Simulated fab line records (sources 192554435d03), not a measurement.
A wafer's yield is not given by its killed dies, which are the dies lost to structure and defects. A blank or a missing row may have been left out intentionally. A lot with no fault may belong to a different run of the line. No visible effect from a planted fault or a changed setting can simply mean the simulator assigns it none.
Which tool did it? | flow n5Finfet | 72 wafers from 24 lots sampled at 6 of the route's 1938 steps

WHAT THE GAUGES READ, wafer by wafer
N5_BEOL_M9_CD_MEAS_28 targets a cd of 70 nm.
lot  | measured     | on       | cdNm (nm)
L074 | day 10 05:01 | cdSem-02 | 69.52 69.44 70.30
L076 | day 10 15:47 | cdSem-03 | 69.93 69.62 70.04
L075 | day 10 15:50 | cdSem-02 | 69.67 70.11 70.16
L077 | day 11 12:09 | cdSem-01 | 69.99 69.94 69.47
L079 | day 11 18:55 | cdSem-01 | 69.92 69.60 70.19
L078 | day 11 18:58 | cdSem-02 | 70.05 69.13 69.77
L080 | day 11 21:34 | cdSem-01 | 69.91 70.03 69.97
L082 | day 12 07:06 | cdSem-03 | 69.71 69.87 69.62
L081 | day 12 07:18 | cdSem-02 | 70.37 69.50 69.73
L083 | day 12 10:56 | cdSem-01 | 69.95 69.91 69.99
L084 | day 12 16:59 | cdSem-02 | 70.24 69.93 70.54
L085 | day 13 03:57 | cdSem-02 | 69.78 70.16 70.09
L087 | day 13 09:53 | cdSem-02 | 69.73 69.62 69.94
L086 | day 13 11:16 | cdSem-01 | 70.15 70.05 70.23
L090 | day 13 22:07 | cdSem-01 | 69.87 69.76 69.84
L089 | day 14 00:44 | cdSem-01 | 70.04 70.01 69.71
L088 | day 14 06:30 | cdSem-01 | 69.99 69.92 69.82
L092 | day 14 18:16 | cdSem-01 | 70.22 69.85 69.96
L093 | day 14 18:04 | cdSem-02 | 69.53 69.61 69.53
L091 | day 15 12:37 | cdSem-01 | 69.70 70.07 69.74
L094 | day 15 14:58 | cdSem-02 | 70.26 70.21 70.01
L096 | day 15 17:05 | cdSem-02 | 69.83 70.15 70.11
L095 | day 15 20:16 | cdSem-01 | 69.77 70.32 69.75
L097 | day 16 03:12 | cdSem-01 | 70.41 69.99 70.02

N5_BEOL_M9_INSPECT_58: inspects for defects (darkfield).
lot  | measured     | on               | rawDefectCount
L074 | day 10 08:03 | defectInspect-01 | 73 77 66
L076 | day 10 20:02 | defectInspect-02 | 120 79 92
L075 | day 10 20:19 | defectInspect-01 | 46 48 23
L077 | day 11 17:43 | defectInspect-02 | 78 67 61
L079 | day 11 22:10 | defectInspect-01 | 50 86 90
L078 | day 11 22:26 | defectInspect-02 | 63 64 59
L080 | day 12 00:52 | defectInspect-01 | 52 37 44
L082 | day 12 10:19 | defectInspect-01 | 44 56 59
L081 | day 12 10:35 | defectInspect-02 | 47 55 51
L083 | day 12 14:04 | defectInspect-02 | 89 53 58
L084 | day 12 22:02 | defectInspect-02 | 63 89 75
L085 | day 13 06:50 | defectInspect-01 | 87 50 52
L087 | day 13 13:52 | defectInspect-02 | 51 66 34
L086 | day 13 14:54 | defectInspect-02 | 94 66 81
L090 | day 14 01:55 | defectInspect-02 | 62 51 83
L089 | day 14 04:08 | defectInspect-02 | 48 78 75
L088 | day 14 09:43 | defectInspect-02 | 62 91 52
L092 | day 14 21:44 | defectInspect-02 | 58 48 97
L093 | day 14 20:54 | defectInspect-02 | 49 57 68
L091 | day 15 17:01 | defectInspect-01 | 71 47 110
L094 | day 15 18:34 | defectInspect-01 | 57 90 36
L096 | day 15 20:06 | defectInspect-01 | 88 90 78
L095 | day 16 01:21 | defectInspect-01 | 126 59 50
L097 | day 16 08:17 | defectInspect-02 | 64 70 57

EACH LOT AND THE TOOL THAT RAN IT (in order: tool; ch and the chambers of the sampled wafers; start)
lot  | N5_BEOL_M9_CURE_71           | N5_BEOL_M9_STRIP_80                          | N5_BEOL_M9_DEGAS_44         | N5_BEOL_M9_CMP_52
L074 | uvCure-01 ch 0, day 10 02:02 | rieDiel-06 ch 1,2, day 10 06:14 or earlier   | pvdSputter-01, day 10 06:14 | cmp-02 ch 1,2,3, day 10 07:38
L076 | uvCure-03 ch 1, day 10 09:13 | rieDiel-04 ch 0,3, day 10 17:34 or earlier   | pvdSputter-01, day 10 17:34 | cmp-03 ch 1,2, day 10 19:35
L075 | uvCure-02 ch 0, day 10 09:30 | rieDiel-03 ch 0,2, day 10 17:41 or earlier   | pvdSputter-01, day 10 17:41 | cmp-03 ch 1,2,3, day 10 19:56
L077 | uvCure-03 ch 1, day 11 06:52 | rieDiel-06 ch 0,1,2, day 11 16:02 or earlier | pvdSputter-01, day 11 16:02 | cmp-01 ch 0,1, day 11 17:16
L079 | uvCure-02 ch 1, day 11 14:39 | rieDiel-04 ch 0,1, day 11 20:10 or earlier   | pvdSputter-02, day 11 20:10 | cmp-02 ch 2,3, day 11 21:42
L078 | uvCure-02 ch 2, day 11 15:25 | rieDiel-06 ch 2,3, day 11 20:14 or earlier   | pvdSputter-02, day 11 20:14 | cmp-01 ch 1,3, day 11 21:58
L080 | uvCure-03 ch 1, day 11 19:04 | rieDiel-06 ch 0,1, day 11 22:58 or earlier   | pvdSputter-02, day 11 22:58 | cmp-01 ch 0,2,3, day 12 00:31
L082 | uvCure-01 ch 2, day 12 03:55 | rieDiel-04 ch 0,3, day 12 08:43 or earlier   | pvdSputter-03, day 12 08:43 | cmp-01 ch 0,1,2, day 12 09:53
L081 | uvCure-03 ch 1, day 12 04:15 | rieDiel-03 ch 0,1, day 12 08:45 or earlier   | pvdSputter-01, day 12 08:45 | cmp-01 ch 1,2,3, day 12 10:12
L083 | uvCure-03 ch 0, day 12 07:42 | rieDiel-06 ch 0,1,3, day 12 12:13 or earlier | pvdSputter-03, day 12 12:13 | cmp-03 ch 2,3, day 12 13:37
L084 | uvCure-01 ch 1, day 12 12:19 | rieDiel-03 ch 0,2,3, day 12 18:14 or earlier | pvdSputter-02, day 12 18:14 | cmp-02 ch 0,2,3, day 12 21:40
L085 | uvCure-02 ch 0, day 13 01:14 | rieDiel-06 ch 0,1,3, day 13 05:05 or earlier | pvdSputter-03, day 13 05:05 | cmp-03 ch 0,1,2, day 13 06:22
L087 | uvCure-02 ch 1, day 13 06:08 | rieDiel-04 ch 0,1,2, day 13 11:48 or earlier | pvdSputter-03, day 13 11:48 | cmp-02 ch 1,2,3, day 13 13:25
L086 | uvCure-03 ch 2, day 13 08:13 | rieDiel-06 ch 0,1,2, day 13 12:52 or earlier | pvdSputter-02, day 13 12:52 | cmp-01 ch 0,1,2, day 13 14:27
L090 | uvCure-03 ch 0, day 13 17:19 | rieDiel-03 ch 0,1, day 13 23:51 or earlier   | pvdSputter-02, day 13 23:51 | cmp-03 ch 0,1,2, day 14 01:32
L089 | uvCure-02 ch 1, day 13 20:34 | rieDiel-03 ch 0,1,3, day 14 02:25 or earlier | pvdSputter-02, day 14 02:25 | cmp-01 ch 0,1,2, day 14 03:48
L088 | uvCure-02 ch 2, day 14 02:01 | rieDiel-03 ch 1,3, day 14 07:59 or earlier   | pvdSputter-02, day 14 07:59 | cmp-03 ch 1,3, day 14 09:15
L092 | uvCure-01 ch 2, day 14 12:35 | rieDiel-06 ch 0,1,2, day 14 19:44 or earlier | pvdSputter-01, day 14 19:44 | cmp-02 ch 0,1,2, day 14 21:15
L093 | uvCure-02 ch 0, day 14 12:54 | rieDiel-06 ch 0,1,2, day 14 19:14 or earlier | pvdSputter-03, day 14 19:14 | cmp-03 ch 1,2,3, day 14 20:27
L091 | uvCure-03 ch 0, day 15 08:39 | rieDiel-03 ch 1,3, day 15 14:21 or earlier   | pvdSputter-01, day 15 14:21 | cmp-02 ch 0,2,3, day 15 16:34
L094 | uvCure-01 ch 0, day 15 10:48 | rieDiel-04 ch 0,3, day 15 16:11 or earlier   | pvdSputter-02, day 15 16:11 | cmp-01 ch 0,1,2, day 15 18:07
L096 | uvCure-01 ch 2, day 15 11:46 | rieDiel-03 ch 0,1, day 15 18:34 or earlier   | pvdSputter-02, day 15 18:34 | cmp-02 ch 0,1,3, day 15 19:43
L095 | uvCure-03 ch 2, day 15 16:01 | rieDiel-06 ch 0,1, day 15 22:14 or earlier   | pvdSputter-03, day 15 22:14 | cmp-02 ch 0,1,3, day 16 00:58
L097 | uvCure-03 ch 0, day 15 22:16 | rieDiel-04 ch 0,3, day 16 05:19 or earlier   | pvdSputter-03, day 16 05:19 | cmp-02 ch 0,1, day 16 07:50
- N5_BEOL_M9_CURE_71: cures SiCOH lowk, time 240 s.
- N5_BEOL_M9_STRIP_80: strips in N2/H2, time 10 s.
- N5_BEOL_M9_DEGAS_44: time 60 s.
- N5_BEOL_M9_CMP_52: polishes, stops on SiCOH lowk, t overpolish 7 s, target thk 140 nm.

WHAT THE TOOLS THEMSELVES READ (means of the sampled wafers that have a number; where no wafer has one, the mark that the record gives instead)
N5_BEOL_M9_CURE_71.
lot  | tool      | lampPowerPct (%) | wafer_temp_C_max
L074 | uvCure-01 | 52.27            | 386.5
L076 | uvCure-03 | 52.29            | 386.9
L075 | uvCure-02 | 52.30            | 388.6
L077 | uvCure-03 | 52.31            | 386.6
L079 | uvCure-02 | 52.31            | 386.9
L078 | uvCure-02 | 52.35            | 386.1
L080 | uvCure-03 | 52.31            | 386.7
L082 | uvCure-01 | 52.30            | 387.7
L081 | uvCure-03 | 52.33            | 386.7
L083 | uvCure-03 | 52.27            | 386.2
L084 | uvCure-01 | 52.27            | 387.3
L085 | uvCure-02 | 52.33            | 388.3
L087 | uvCure-02 | 52.28            | 386.5
L086 | uvCure-03 | 52.28            | 387.7
L090 | uvCure-03 | 52.31            | 386.5
L089 | uvCure-02 | 52.33            | 386.8
L088 | uvCure-02 | 52.28            | 386.2
L092 | uvCure-01 | 52.29            | 387.7
L093 | uvCure-02 | 52.33            | 388.6
L091 | uvCure-03 | 52.37            | 386.4
L094 | uvCure-01 | 52.39            | 386.7
L096 | uvCure-01 | 52.27            | 387.6
L095 | uvCure-03 | 52.32            | 386.8
L097 | uvCure-03 | 52.31            | 386.3

N5_BEOL_M9_STRIP_80.
lot  | tool       | drypumpMotorCurrentA (A) | oesProductAu (a.u.) | rfVppV (V) | showerheadPlenumPTorr (Torr) | throttleValvePct (%)
L074 | rieDiel-06 | 5.9                      | 0.71                | 59.6       | 2.51                         | 23.5
L076 | rieDiel-04 | 5.4                      | 0.80                | 58.5       | 2.50                         | 23.9
L075 | rieDiel-03 | 5.2                      | 0.78                | 59.5       | 2.52                         | 23.7
L077 | rieDiel-06 | 5.6                      | 0.74                | 59.4       | 2.48                         | 23.5
L079 | rieDiel-04 | 5.7                      | 0.70                | 59.2       | 2.52                         | 23.9
L078 | rieDiel-06 | 6.2                      | 0.78                | 58.8       | 2.55                         | 23.7
L080 | rieDiel-06 | 5.4                      | 0.77                | 58.5       | 2.46                         | 23.4
L082 | rieDiel-04 | 5.7                      | 0.75                | 58.3       | 2.51                         | 24.0
L081 | rieDiel-03 | 5.2                      | 0.76                | 60.1       | 2.58                         | 23.8
L083 | rieDiel-06 | 5.7                      | 0.79                | 59.6       | 2.51                         | 23.6
L084 | rieDiel-03 | 5.6                      | 0.81                | 59.0       | 2.55                         | 23.9
L085 | rieDiel-06 | 5.7                      | 0.78                | 58.8       | 2.50                         | 23.6
L087 | rieDiel-04 | 5.6                      | 0.78                | 59.6       | 2.58                         | 24.0
L086 | rieDiel-06 | 5.6                      | 0.83                | 58.1       | 2.48                         | 23.5
L090 | rieDiel-03 | 5.3                      | 0.78                | 60.3       | 2.62                         | 23.7
L089 | rieDiel-03 | 5.6                      | 0.79                | 59.5       | 2.60                         | 24.0
L088 | rieDiel-03 | 5.7                      | 0.82                | 59.4       | 2.65                         | 23.9
L092 | rieDiel-06 | 5.7                      | 0.81                | 58.9       | 2.47                         | 23.5
L093 | rieDiel-06 | 5.7                      | 0.80                | 58.8       | 2.47                         | 23.5
L091 | rieDiel-03 | 5.7                      | 0.82                | 60.6       | 2.64                         | 23.9
L094 | rieDiel-04 | 5.7                      | 0.72                | 59.3       | 2.50                         | 24.1
L096 | rieDiel-03 | 5.3                      | 0.77                | 59.2       | 2.61                         | 23.7
L095 | rieDiel-06 | 5.5                      | 0.73                | 58.8       | 2.48                         | 23.7
L097 | rieDiel-04 | 5.4                      | 0.76                | 58.8       | 2.47                         | 24.0

N5_BEOL_M9_DEGAS_44.
lot  | tool          | heaterPowerW (W) | susceptorTempC (C)
L074 | pvdSputter-01 | 366              | 249.95
L076 | pvdSputter-01 | 344              | 249.93
L075 | pvdSputter-01 | 343              | 250.07
L077 | pvdSputter-01 | 338              | 249.91
L079 | pvdSputter-02 | 340              | 249.98
L078 | pvdSputter-02 | 351              | 249.69
L080 | pvdSputter-02 | 333              | 250.02
L082 | pvdSputter-03 | 345              | 249.89
L081 | pvdSputter-01 | 338              | 250.14
L083 | pvdSputter-03 | 336              | 249.95
L084 | pvdSputter-02 | 334              | 250.02
L085 | pvdSputter-03 | 340              | 250.03
L087 | pvdSputter-03 | 339              | 249.98
L086 | pvdSputter-02 | 330              | 249.99
L090 | pvdSputter-02 | 347              | 249.78
L089 | pvdSputter-02 | 318              | 250.08
L088 | pvdSputter-02 | 316              | 250.14
L092 | pvdSputter-01 | 349              | 250.07
L093 | pvdSputter-03 | 346              | 249.87
L091 | pvdSputter-01 | 348              | 250.08
L094 | pvdSputter-02 | 331              | 249.95
L096 | pvdSputter-02 | 342              | 249.80
L095 | pvdSputter-03 | 326              | 250.02
L097 | pvdSputter-03 | 328              | 249.97

N5_BEOL_M9_CMP_52.
lot  | tool   | barrierFieldEndpointS (s) | clearingPlatenRpm (rpm) | motorCurrentA (A) | overpolishRunS (s) | platenRpm (rpm) | slurryFlowMlMin | timeToEndpointS (s)
L074 | cmp-02 | 29.0                      | 50.007                  | 6.4               | 7.001              | 49.99           | 150.2           | 66
L076 | cmp-03 | 28.4                      | 49.972                  | 6.4               | 7.004              | 50.01           | 150.6           | 65
L075 | cmp-03 | 28.7                      | 50.013                  | 6.2               | 7.001              | 49.99           | 151.1           | 69
L077 | cmp-01 | 29.0                      | 50.008                  | 6.4               | 6.995              | 49.98           | 149.7           | 64
L079 | cmp-02 | 27.7                      | 50.022                  | 6.2               | 6.998              | 49.96           | 150.1           | 65
L078 | cmp-01 | 28.3                      | 50.008                  | 5.6               | 7.006              | 50.00           | 150.5           | 65
L080 | cmp-01 | 29.1                      | 49.982                  | 5.4               | 7.007              | 49.99           | 149.8           | 64
L082 | cmp-01 | 28.4                      | 50.000                  | 5.7               | 7.001              | 49.99           | 149.8           | 66
L081 | cmp-01 | 29.3                      | 49.983                  | 5.5               | 7.001              | 50.00           | 150.0           | 66
L083 | cmp-03 | 27.9                      | 50.037                  | 6.2               | 6.995              | 50.01           | 149.8           | 66
L084 | cmp-02 | 29.1                      | 49.986                  | 6.3               | 7.008              | 49.98           | 149.9           | 70
L085 | cmp-03 | 28.9                      | 49.995                  | 6.5               | 7.008              | 49.97           | 149.8           | 66
L087 | cmp-02 | 28.5                      | 49.992                  | 6.4               | 6.986              | 49.98           | 149.5           | 69
L086 | cmp-01 | 28.5                      | 49.997                  | 5.8               | 6.998              | 49.99           | 149.9           | 65
L090 | cmp-03 | 28.7                      | 50.017                  | 6.6               | 7.000              | 49.98           | 150.6           | 64
L089 | cmp-01 | 28.8                      | 50.009                  | 5.8               | 6.996              | 49.96           | 149.6           | 67
L088 | cmp-03 | 30.1                      | 50.006                  | 5.9               | 7.004              | 50.01           | 150.5           | 69
L092 | cmp-02 | 28.7                      | 50.004                  | 6.6               | 6.999              | 49.99           | 149.8           | 64
L093 | cmp-03 | 29.3                      | 49.992                  | 6.0               | 6.996              | 50.03           | 150.1           | 67
L091 | cmp-02 | 28.5                      | 49.985                  | 6.1               | 7.008              | 49.99           | 150.6           | 63
L094 | cmp-01 | 29.4                      | 49.996                  | 5.9               | 6.992              | 50.01           | 150.1           | 66
L096 | cmp-02 | 28.6                      | 49.985                  | 6.6               | 7.001              | 49.99           | 150.1           | 65
L095 | cmp-02 | 29.0                      | 50.024                  | 6.6               | 7.001              | 49.95           | 150.1           | 66
L097 | cmp-02 | 29.6                      | 50.011                  | 7.0               | 7.000              | 50.00           | 150.0           | 69

THE ANSWER, worked out from the rows above alone
Rule: the usual values come from the lots themselves. Put in order of their means at a reading, lots are off if they are a third of the lots or fewer, leave a main group of 4 or more, and stand apart from it by a gap of 3 or more times the standard deviation of the main group's means; of several such gaps the widest counts. If all means in a main group match to the digits the tables above print for the reading, that group is not used. Also off: a lot with no number at a reading for which 4 or more lots have one. The other lots that the step has rows for count as sound. First the gauges in route order, then the tools' own readings, where a lot's mean is used as printed above. At the first step where some lot is off, the reading lying furthest off is the one used; lots without a number count as furthest.
None of the lots is off at any reading shown; this tells nothing.

WHAT THE SIMULATOR HAD PUT IN
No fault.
